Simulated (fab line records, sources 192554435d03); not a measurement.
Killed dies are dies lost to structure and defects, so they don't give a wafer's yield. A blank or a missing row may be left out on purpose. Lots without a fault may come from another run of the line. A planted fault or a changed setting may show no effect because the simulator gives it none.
Which tool did it? | flow n5_finfet | 8 lots, 24 wafers sampled, at 4 steps of a route of 1938

WHAT THE GAUGES READ, wafer by wafer
N5_DUMMY_GATE_INSPECT_27: inspects for defects (brightfield).
lot  | measured    | on                | raw_defect_count
L527 | day 3 01:10 | defect_inspect-01 | 324 481 420
L530 | day 3 17:58 | defect_inspect-02 | 317 382 421
L534 | day 4 19:41 | defect_inspect-02 | 273 339 407
L540 | day 6 04:11 | defect_inspect-02 | 1419 289 255
L546 | day 7 19:54 | defect_inspect-01 | 251 375 341
L548 | day 8 12:47 | defect_inspect-02 | 269 301 332
L550 | day 8 17:28 | defect_inspect-02 | 235 399 213
L549 | day 8 18:19 | defect_inspect-02 | 283 254 238

WHICH TOOL RAN EACH LOT (tool, then ch and the chambers of the sampled wafers, then the start)
lot  | N5_DUMMY_GATE_ETCH_37             | N5_DUMMY_GATE_STRIP_40            | N5_DUMMY_GATE_HM_OPEN_21
L527 | rie_diel-04 ch 0,1,2, day 3 00:04 | rie_diel-04 ch 1,2,3, day 3 00:15 | rie_diel-05 ch 2,3, day 3 00:31
L530 | rie_diel-02 ch 0,1,2, day 3 16:42 | rie_diel-02 ch 0,1,3, day 3 17:08 | rie_diel-05 ch 0,1,2, day 3 17:19
L534 | rie_diel-05 ch 0,1, day 4 18:27   | rie_diel-04 ch 0,1,3, day 4 18:50 | rie_diel-04 ch 0,1,3, day 4 19:02
L540 | rie_diel-02 ch 0,1, day 6 03:10   | rie_diel-02 ch 0,1,2, day 6 03:21 | rie_diel-02 ch 0,2, day 6 03:32
L546 | rie_diel-05 ch 0,1, day 7 18:54   | rie_diel-04 ch 1,2,3, day 7 19:05 | rie_diel-02 ch 0,3, day 7 19:16
L548 | rie_diel-02 ch 0,2, day 8 11:45   | rie_diel-04 ch 0,3, day 8 11:56   | rie_diel-05 ch 0,2,3, day 8 12:07
L550 | rie_diel-02 ch 0,1,3, day 8 16:27 | rie_diel-02 ch 0,2,3, day 8 16:38 | rie_diel-05 ch 1,2, day 8 16:49
L549 | rie_diel-05 ch 2,3, day 8 17:19   | rie_diel-02 ch 0,1,2, day 8 17:29 | rie_diel-05 ch 1,3, day 8 17:40
- N5_DUMMY_GATE_ETCH_37: etches SOC in N2/H2, target depth 60 nm, overetch 30 nm.
- N5_DUMMY_GATE_STRIP_40: strips in CF4.
- N5_DUMMY_GATE_HM_OPEN_21: chemistry CH3F/O2, target SiNx, target depth 120 nm, time 171.4 s.

THE ANSWER, worked out from the rows above alone
Rule: what is usual is taken from the lots themselves. Put in order of their means at a reading, lots are off if they are a third of the lots or fewer, leave a main group of 4 or more, and stand apart from it by a gap of 3 or more times the standard deviation of the main group's means; of several such gaps the widest counts. A main group whose means are all the same, to the digits that the tables above print for the reading, isn't used. A lot without any number at a reading at which 4 lots or more have one is off too. The other lots that the step has rows for count as sound.
Off: L540, at N5_DUMMY_GATE_INSPECT_27 (raw_defect_count). The main group: mean 326, standard deviation 48.
A tool fits if, at a process step before that reading, it ran every lot that is off, and no sound lot after the first of them. The gauges at N5_DUMMY_GATE_INSPECT_27 are tried like those tools. None of those tried fits.

WHAT THE SIMULATOR HAD PUT IN
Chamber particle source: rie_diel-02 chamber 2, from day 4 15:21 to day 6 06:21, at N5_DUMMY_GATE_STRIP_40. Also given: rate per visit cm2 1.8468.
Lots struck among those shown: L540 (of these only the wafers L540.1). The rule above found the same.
